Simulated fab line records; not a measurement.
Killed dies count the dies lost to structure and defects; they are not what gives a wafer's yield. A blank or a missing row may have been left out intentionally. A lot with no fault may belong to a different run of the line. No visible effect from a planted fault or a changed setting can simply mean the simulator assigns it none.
fab line records	flow n5-finfet
[record] lots = 7	wafers = 39
route steps=1938 shown SD_EPI_N@288 SD_ACTIVATION@330 MOL_CONTACT_COAG@615
start-h: hours from the record's first day to the start of the lot's first wafer shown	wait-h: how many hours have passed since the lot's step before this one	" repeats the value in the row above	L1.1+2: several wafers, shown together as one row	- either no value or no given start	* or withheld: withheld	< > ~ a bound
route shown NAME@n: names a module that has steps shown in the file, with the first one's number in the route	usual: the fault-free wafers' mean and standard deviation	same: alike in all rows	chamber/n: place in a boat	sites: the reading at each site	_std_site: standard deviation of those values	_edge_site: the outer-site mean with the inner-site mean subtracted	radius-mm: for every site, how far away it sits from the centre of the wafer	mask NAME#n: copy n	behind: the tool/chamber that last shaped the wafer	hold: reason for holding the lot/hours on hold/outcome of the hold	device: transistor that didn't switch, given as n, p or np	end of line: the route-end tests of the same wafers	a step without rows: its recipe alone	killed: at the first sort, the dies lost to defects and structure; wafer yield is something else	map: the dies of a wafer, with x for killed, . for not killed, _ for no die there
set.NAME: setting as actually run; set.NAME@STEP: the setting as run at that earlier step	model.NAME: the simulator's own value behind a step, which no gauge read
lots with deliberately changed settings; one table per step, one row per wafer
[[steps]]
[step N5_SD_EPI_N_EPI_21]
[recipe] material = Si:P	dopant = P	temp-c = 680	pressure-torr = 255	time-s = 690
lot.wafer	tool	chamber	start-h	wait-h	set.time-s	model.Si-P_of_SD_EPI_N_EPI_21.thk-nm
L076.1+5	epi-rpcvd-04	0	64.20	0.2	690	58.8
L076.2	"	0	"	"	690	58.6
L076.3+4	"	0	"	"	690	58.2
L076.6	"	0	66.07	1.9	690	59.2
L079.1	epi-rpcvd-04	0	85.58	0.1	811.6	66.8
L079.2	"	0	"	"	811.6	67.6
L079.3+6	"	0	"	"	690	60
L079.4	"	0	"	"	690	59.2
L079.5	"	0	"	"	811.6	67.4
L080.1	epi-rpcvd-02	0	90.10	0.2	690	59
L080.2	"	0	"	"	582.1	52.2
L080.3	"	0	"	"	582.1	52
L080.4	"	0	"	"	690	57.6
L080.5	"	0	"	"	582.1	52.6
L080.6	"	0	"	"	690	58.6
L082.1+3	epi-rpcvd-01	0	100.93	0.3	690	58.6
L082.5	"	0	102.92	2.0	690	59.6
L086.1+6	epi-rpcvd-04	0	123.46	0.1	690	59.2
L086.2	"	0	"	"	690	59.6
L086.3+4	"	0	"	"	690	58.8
L086.5	"	0	"	"	690	58
L093.1+2+3	epi-rpcvd-04	0	169.00	0.1	690	59
L093.4	"	0	"	"	690	58.4
L093.5	"	0	"	"	690	58.8
L093.6	"	0	"	"	690	58.6
L095.1	epi-rpcvd-04	0	177.75	0.1	690	58.4
L095.2	"	0	"	"	690	57.4
L095.3	"	0	"	"	690	58.2
L095.4+6	"	0	"	"	690	57.8
L095.5	"	0	"	"	690	58.8
[step N5_SD_EPI_N_EPI_MEAS_23]
[recipe] mode = xrd
[usual] thk-nm = 59.1/1.3
lot.wafer	tool	chamber	start-h	wait-h	set.time-s@SD_EPI_N_EPI_21	thk-nm
L076.1	film-metro-02	-	66.48	1.9	690	58.6
L076.2	"	-	"	"	690	58.0
L076.3	"	-	"	"	690	58.1
L076.4	"	-	"	"	690	57.5
L076.5	"	-	"	"	690	57.9
L076.6	"	-	"	"	690	59.5
L079.1	film-metro-02	-	87.30	1.4	811.6	67.3
L079.2	"	-	"	"	811.6	65.7
L079.3	"	-	"	"	690	57.9
L079.4	"	-	"	"	690	58.6
L079.5	"	-	"	"	811.6	68.2
L079.6	"	-	"	"	690	59.9
L080.1	film-metro-01	-	92.40	1.9	690	59.7
L080.2	"	-	"	"	582.1	53.3
L080.3	"	-	"	"	582.1	50.3
L080.4	"	-	"	"	690	57.5
L080.5	"	-	"	"	582.1	53.5
L080.6	"	-	"	"	690	57.0
L082.1	film-metro-02	-	103.95	2.5	690	58.3
L082.3	"	-	"	"	690	58.7
L082.5	"	-	"	"	690	58.8
L086.1	film-metro-01	-	125.18	1.4	690	59.7
L086.2	"	-	"	"	690	60.2
L086.3	"	-	"	"	690	59.1
L086.4	"	-	"	"	690	58.5
L086.5	"	-	"	"	690	56.7
L086.6	"	-	"	"	690	60.2
L093.1	film-metro-02	-	170.74	1.5	690	59.6
L093.2	"	-	"	"	690	59.0
L093.3	"	-	"	"	690	59.3
L093.4	"	-	"	"	690	59.3
L093.5	"	-	"	"	690	57.8
L093.6	"	-	"	"	690	59.5
L095.1	film-metro-02	-	179.46	1.4	690	57.3
L095.2	"	-	"	"	690	56.9
L095.3	"	-	"	"	690	57.7
L095.4	"	-	"	"	690	55.8
L095.5	"	-	"	"	690	56.6
L095.6	"	-	"	"	690	57.1
[step N5_SD_EPI_N_PRECLEAN_24]
[recipe] chemistry = O3/DIW	time-s = 60	temp-c = 22	o3-ppm = 10
[step N5_SD_EPI_N_SRD_25]
[recipe] time-s = 30	temp-c = 23	rinse-liquid = diw	dry = ipa-marangoni
[step N5_SD_ACTIVATION_RTA_00]
[recipe] temp-c = 975	time-s = 0	ambient = N2	idle-temp-c = 600	ramp-up-c-per-s = 150	ramp-down-c-per-s = 60	cool-to-c = 600
[step N5_SD_ACTIVATION_LSA_01]
[recipe] temp-c = 1080	time-s = 0.0008	ambient = N2
[step N5_SD_ACTIVATION_RS_MEAS_03]
[recipe] thk-meas-gauge = four-point-probe
[usual] RS_SD_N = 21.9/0.34	RS_SD_P = 55.9/0.85
lot.wafer	tool	chamber	start-h	wait-h	set.time-s@SD_EPI_N_EPI_21	RS_SD_N[ohm/sq]	RS_SD_P[ohm/sq]
L076.1	film-metro-02	-	72.44	0.2	690	21.9	55.4
L076.2	"	-	"	"	690	22.0	56.0
L076.3	"	-	"	"	690	22.2	55.7
L076.4	"	-	"	"	690	22.1	55.5
L076.5	"	-	"	"	690	22.0	55.5
L076.6	"	-	"	"	690	22.0	55.4
L079.1	film-metro-02	-	94.44	0.2	811.6	19.5	55.0
L079.2	"	-	"	"	811.6	19.2	55.4
L079.3	"	-	"	"	690	21.4	55.1
L079.4	"	-	"	"	690	22.1	54.5
L079.5	"	-	"	"	811.6	19.2	55.7
L079.6	"	-	"	"	690	21.7	55.3
L080.1	film-metro-02	-	98.57	0.2	690	21.7	57.0
L080.2	"	-	"	"	582.1	24.9	55.9
L080.3	"	-	"	"	582.1	25.1	55.0
L080.4	"	-	"	"	690	22.4	56.6
L080.5	"	-	"	"	582.1	24.6	56.1
L080.6	"	-	"	"	690	22.1	55.4
L082.1	film-metro-01	-	109.91	0.2	690	22.2	55.4
L082.3	"	-	"	"	690	21.9	55.9
L082.5	"	-	"	"	690	21.8	56.8
L086.1	film-metro-02	-	130.81	0.2	690	21.8	57.1
L086.2	"	-	"	"	690	21.6	57.5
L086.3	"	-	"	"	690	22.0	57.1
L086.4	"	-	"	"	690	21.9	56.9
L086.5	"	-	"	"	690	22.1	56.4
L086.6	"	-	"	"	690	21.8	56.7
L093.1	film-metro-02	-	175.87	0.2	690	21.7	56.5
L093.2	"	-	"	"	690	21.7	55.1
L093.3	"	-	"	"	690	21.9	55.7
L093.4	"	-	"	"	690	21.9	56.2
L093.5	"	-	"	"	690	21.9	55.4
L093.6	"	-	"	"	690	21.9	55.8
L095.1	film-metro-01	-	184.72	0.2	690	22.2	56.2
L095.2	"	-	"	"	690	22.9	55.6
L095.3	"	-	"	"	690	22.3	56.0
L095.4	"	-	"	"	690	22.5	55.2
L095.5	"	-	"	"	690	21.9	55.7
L095.6	"	-	"	"	690	22.3	56.1
[step N5_MOL_CONTACT_COAG_VIA_ETCH_117]
[recipe] chemistry = C4F6/O2	target-depth-a = 400	overetch-a = 80	mask-material = SOC	target = SiO2	bias-w = 455	pressure-mtorr = 10	time-s = 26	source-w = 325	Ar_flow_sccm = 300	C4F6_flow_sccm = 10	O2_flow_sccm = 10	ion-energy-ev = 575.3	ends = end-point
[usual] rf-vpp-V = 1583/21
lot.wafer	tool	chamber	start-h	wait-h	set.bias-w	rf-vpp-V
L076.1	rie-diel-06	0	125.85	0.0	455	1574
L076.2	"	1	"	"	505.1	1720
L076.3	"	2	"	"	455	1592
L076.4	"	3	"	"	455	1620
L076.5	"	1	"	"	505.1	1720
L076.6	"	2	"	"	505.1	1719
L079.1	rie-diel-06	2	140.83	0.0	511.9	1736
L079.2	"	1	"	"	455	1593
L079.3	"	0	"	"	455	1572
L079.4	"	3	"	"	511.9	1767
L079.5	"	2	"	"	511.9	1736
L079.6	"	3	"	"	455	1619
L080.1	rie-diel-01	1	143.56	0.0	455	1546
L080.2	"	0	"	"	532.6	1770
L080.3	"	2	"	"	455	1589
L080.4	"	3	"	"	455	1597
L080.5	"	0	"	"	532.6	1770
L080.6	"	3	"	"	532.6	1795
L082.1	rie-diel-01	2	150.09	0.0	455	1590
L082.3	"	3	"	"	455	1598
L082.5	"	3	"	"	455	1599
L086.1	rie-diel-05	0	175.15	0.0	455	1567
L086.2	"	1	"	"	421.5	1489
L086.3	"	2	"	"	455	1611
L086.4	"	3	"	"	421.5	1465
L086.5	"	1	"	"	455	1576
L086.6	"	0	"	"	421.5	1479
L093.1	rie-diel-01	1	217.91	0.0	455	1546
L093.2	"	3	"	"	455	1597
L093.3	"	0	"	"	455	1574
L093.4	"	2	"	"	455	1588
L093.5	"	0	"	"	455	1574
L093.6	"	3	"	"	455	1596
L095.1	rie-diel-01	1	229.92	0.0	455	1547
L095.2	"	3	"	"	455	1597
L095.3	"	2	"	"	376	1375
L095.4	"	0	"	"	455	1574
L095.5	"	3	"	"	376	1384
L095.6	"	0	"	"	376	1363
[[key]]
[split] step = N5_SD_EPI_N_EPI_21	setting = time-s	stated = 690	by = wafer
[response] step = N5_SD_EPI_N_EPI_21	reading = model.Si-P_of_SD_EPI_N_EPI_21.thk-nm	change = +0.412	per = 1%	r = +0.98
[response] step = N5_SD_EPI_N_EPI_MEAS_23	reading = thk-nm	change = *	per = 1%	r = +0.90
[response] step = N5_SD_ACTIVATION_RS_MEAS_03	reading = RS_SD_N	change = -0.156	per = 1%	r = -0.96
[split] step = N5_MOL_CONTACT_COAG_VIA_ETCH_117	setting = bias-w	stated = 455	by = wafer
[response] step = N5_MOL_CONTACT_COAG_VIA_ETCH_117	reading = rf-vpp-V	change = +11.8	per = 1%	r = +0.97
